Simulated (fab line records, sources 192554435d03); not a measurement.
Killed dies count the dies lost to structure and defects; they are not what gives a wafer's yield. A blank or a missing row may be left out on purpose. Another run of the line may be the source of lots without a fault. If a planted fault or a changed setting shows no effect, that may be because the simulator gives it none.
Chamber matching | flow n5Finfet | 3 sister chambers for N5_GATE_CUT_HM_DEP_46 on pecvd-04
The step deposits SiO2 from TEOS/O2, target thk 130 nm, time 26.6 s. 3 wafers are shown with their chamber, then 12 later ones without.

## WAFERS WITH THEIR CHAMBER
wafer  | chamber | throttleValvePct (%)
L089.4 | 1       | 18.9
L091.2 | 0       | 18.7
L091.4 | 2       | 17.6

## WAFERS MISSING THEIR CHAMBER
wafer  | throttleValvePct (%)
L093.2 | 17.6
L093.4 | 19.6
L093.6 | 17.6
L094.3 | 17.9
L094.4 | 17.8
L094.5 | 19.2
L097.1 | 19.5
L097.2 | 17.8
L097.3 | 18.7
L097.4 | 18.9
L097.5 | 19.1
L097.6 | 17.5

## THE CHAMBER EACH PASSED THROUGH
wafer  | from the rows above     | in truth
L093.2 | 2                       | 2
L093.4 | can't be placed: 1 or 0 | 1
L093.6 | 2                       | 2
L094.3 | can't be placed: 2 or 0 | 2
L094.4 | 2                       | 2
L094.5 | can't be placed: 1 or 0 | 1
L097.1 | can't be placed: 1 or 0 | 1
L097.2 | 2                       | 2
L097.3 | can't be placed: 0 or 1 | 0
L097.4 | can't be placed: 1 or 0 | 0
L097.5 | can't be placed: 1 or 0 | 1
L097.6 | 2                       | 2
Correctly placed: 5 of 12. Can't be placed from these rows: 7 (the true chamber is among the candidates in 7). 0 placed wrongly.
How it was worked out, from the rows above alone: a wafer's distance from a chamber is the root of the sum, over the readings, of the square of ((its reading less the chamber's mean) divided by the reading's scatter). The wafer belongs to the nearest chamber; if the next one is less than 2 further off, it can't be placed. A chamber's mean is the mean of its shown wafers. The scatter (one wafer shown for each chamber): square how far every hidden wafer sits from the nearest shown wafer, average those squares and take the square root.
